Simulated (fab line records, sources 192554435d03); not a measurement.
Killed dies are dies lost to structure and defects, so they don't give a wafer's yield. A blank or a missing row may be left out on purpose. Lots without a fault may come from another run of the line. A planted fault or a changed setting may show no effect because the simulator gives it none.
Split-lot experiment | flow n5_finfet | 7 lots, 21 wafers read, on a route of 1938 steps

THE SPLIT
At N5_BEOL_M8_PECVD_70 (deposits SiO2 from TEOS/O2, target thk 20 nm, time 22.7 s), the setting time_s was moved away from the recipe's 22.7 s on 5 of the 21 wafers read, by -12.5% to -10.3%. The other wafers ran this setting at the recipe's value.

FROM THE SPLIT TO THE READING: what the file shows between them, 3 steps
- N5_BEOL_M8_HM_DEP_02: deposits TiN, target thk 20 nm
- N5_BEOL_M8_COAT_59: time 60 s, resist thk 100 nm
- N5_BEOL_M8_STRIP_80: strips in N2/H2, time 10 s

THE READING
SiO2_of_BEOL_M8_PECVD_70.thk_nm (the simulator's own value, which no gauge read), in nm, at N5_BEOL_M8_HM_STRIP_39 (strips TiN in peroxide tin strip, target depth 25 nm, time 158 s). The file gives no usual value for it. The 16 wafers here that ran the recipe average 19.9 nm, standard deviation 0.33 nm.

wafer  | tool, chamber at the split | time_s as run, s | against the recipe | SiO2_of_BEOL_M8_PECVD_70.thk_nm, nm | against lot-mates on the recipe
L076.1 | pecvd-01, 0                | 19.86            | -12.5%             | 17                                  | -2.6
L076.3 | pecvd-01, 1                | 19.86            | -12.5%             | 17.2                                | -2.4
L076.5 | pecvd-01, 2                | 22.7             | recipe             | 19.6                                | -
L080.1 | pecvd-03, 0                | 22.7             | recipe             | 19.4                                | -
L080.3 | pecvd-03, 0                | 22.7             | recipe             | 20                                  | -
L080.6 | pecvd-03, 0                | 22.7             | recipe             | 20.2                                | -
L081.3 | pecvd-03, 1                | 22.7             | recipe             | 20.2                                | -
L081.6 | pecvd-03, 0                | 22.7             | recipe             | 20.2                                | -
L081.4 | pecvd-03, 0                | 22.7             | recipe             | 20.4                                | -
L083.2 | pecvd-01, 2                | 22.7             | recipe             | 19.6                                | -
L083.4 | pecvd-01, 0                | 22.7             | recipe             | 19.2                                | -
L083.5 | pecvd-01, 1                | 22.7             | recipe             | 19.8                                | -
L096.2 | pecvd-02, 0                | 20.36            | -10.3%             | 17.4                                | -2.6
L096.4 | pecvd-02, 2                | 22.7             | recipe             | 20                                  | -
L096.6 | pecvd-02, 1                | 20.36            | -10.3%             | 17.8                                | -2.2
L095.1 | pecvd-03, 1                | 22.7             | recipe             | 20.2                                | -
L095.4 | pecvd-03, 1                | 22.7             | recipe             | 20.2                                | -
L095.3 | pecvd-03, 0                | 22.7             | recipe             | 20                                  | -
L097.1 | pecvd-02, 0                | 22.7             | recipe             | 19.8                                | -
L097.3 | pecvd-02, 2                | 20.36            | -10.3%             | 18                                  | -2.0
L097.6 | pecvd-02, 0                | 22.7             | recipe             | 20.2                                | -

THE FIT
A straight line over all 21 wafers: SiO2_of_BEOL_M8_PECVD_70.thk_nm changes by +0.22 nm for each +1% of time_s; r = +0.96; the points scatter about the line by 0.32 nm.
The same after taking each lot's own level away (the mean of its wafers on the recipe; 21 wafers): +0.21 nm for each +1%; r = +0.98; scatter 0.22 nm.
On that fit, the largest move of time_s shifts the reading by 2.6 nm.
The lots' own levels span 19.53 to 20.27 nm, that is 2.2 times the standard deviation above.
So the lot-to-lot level changes the slope little: the two slopes agree.
Check: with one of the wafers moved furthest among these (-12.5%) left out of the fit, the line predicts -2.63 nm for it against its lot-mates. It came out at -2.6 nm against them.

THE WHOLE CHAIN: every reading that the file lists as answering this split, in the file's order
step                   | what it does                                                     | reading                                                                          | change (the file's fit)               | r (the file's)
N5_BEOL_M8_PECVD_70    | deposits SiO2 from TEOS/O2, target thk 20 nm, time 22.7 s        | SiO2_of_BEOL_M8_PECVD_70.thk_nm (the simulator's own value, which no gauge read) | +0.205 nm for each +1% of the setting | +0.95
N5_BEOL_M8_HM_STRIP_39 | strips TiN in peroxide tin strip, target depth 25 nm, time 158 s | SiO2_of_BEOL_M8_PECVD_70.thk_nm (the simulator's own value, which no gauge read) | +0.208 nm for each +1% of the setting | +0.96

THE FILE'S OWN FIT
SiO2_of_BEOL_M8_PECVD_70.thk_nm changes by +0.208 nm for each +1% of time_s, r = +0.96.
